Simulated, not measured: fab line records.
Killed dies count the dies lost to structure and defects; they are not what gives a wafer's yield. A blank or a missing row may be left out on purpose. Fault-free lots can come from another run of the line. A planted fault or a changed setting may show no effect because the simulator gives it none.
Matching of chambers | flow n5 finfet | 4 sister chambers for N5_BEOL_M5_STRIP_64 on rie diel-06
The step strips in CF4. 8 wafers are shown with their chamber, then 8 later ones without.

== WAFERS WITH THEIR CHAMBER ==
wafer  | chamber | drypump motor current A (A) | showerhead plenum p Torr (Torr)
L076.5 | 1       | 5.97                        | 1.83
L086.1 | 2       | 5.97                        | 1.87
L086.4 | 1       | 5.97                        | 1.82
L086.5 | 3       | 5.06                        | 1.70
L085.1 | 3       | 5.05                        | 1.70
L085.2 | 0       | 5.47                        | 1.81
L085.6 | 0       | 5.46                        | 1.81
L088.1 | 2       | 6.00                        | 1.87

== WAFERS MISSING THEIR CHAMBER ==
wafer  | drypump motor current A (A) | showerhead plenum p Torr (Torr)
L088.2 | 5.42                        | 1.81
L088.5 | 5.44                        | 1.81
L092.1 | 5.96                        | 1.87
L092.3 | 5.07                        | 1.70
L092.5 | 5.98                        | 1.82
L097.2 | 5.43                        | 1.81
L097.4 | 5.46                        | 1.81
L097.6 | 5.96                        | 1.87

== EACH ONE'S CHAMBER ==
wafer  | from the rows above | in truth
L088.2 | 0                   | 0
L088.5 | 0                   | 0
L092.1 | 2                   | 2
L092.3 | 3                   | 3
L092.5 | 1                   | 1
L097.2 | 0                   | 0
L097.4 | 0                   | 0
L097.6 | 2                   | 2
Correct placement for 8 of the 8. From these rows, 0 cannot be placed. Placed wrongly: 0.
How it was worked out, from the rows above alone: a wafer's distance from a chamber is the root of the sum, over the readings, of the square of ((its reading less the chamber's mean) divided by the reading's scatter). If the next closest chamber is less than 2 further off than the closest, the wafer can't be placed; otherwise it belongs to the closest. Each chamber's mean is taken over the wafers shown for it. How the scatter is found: for the shown wafers, subtract from each reading the mean of its chamber, square and add these, divide the total by (wafers less chambers), then take the root.
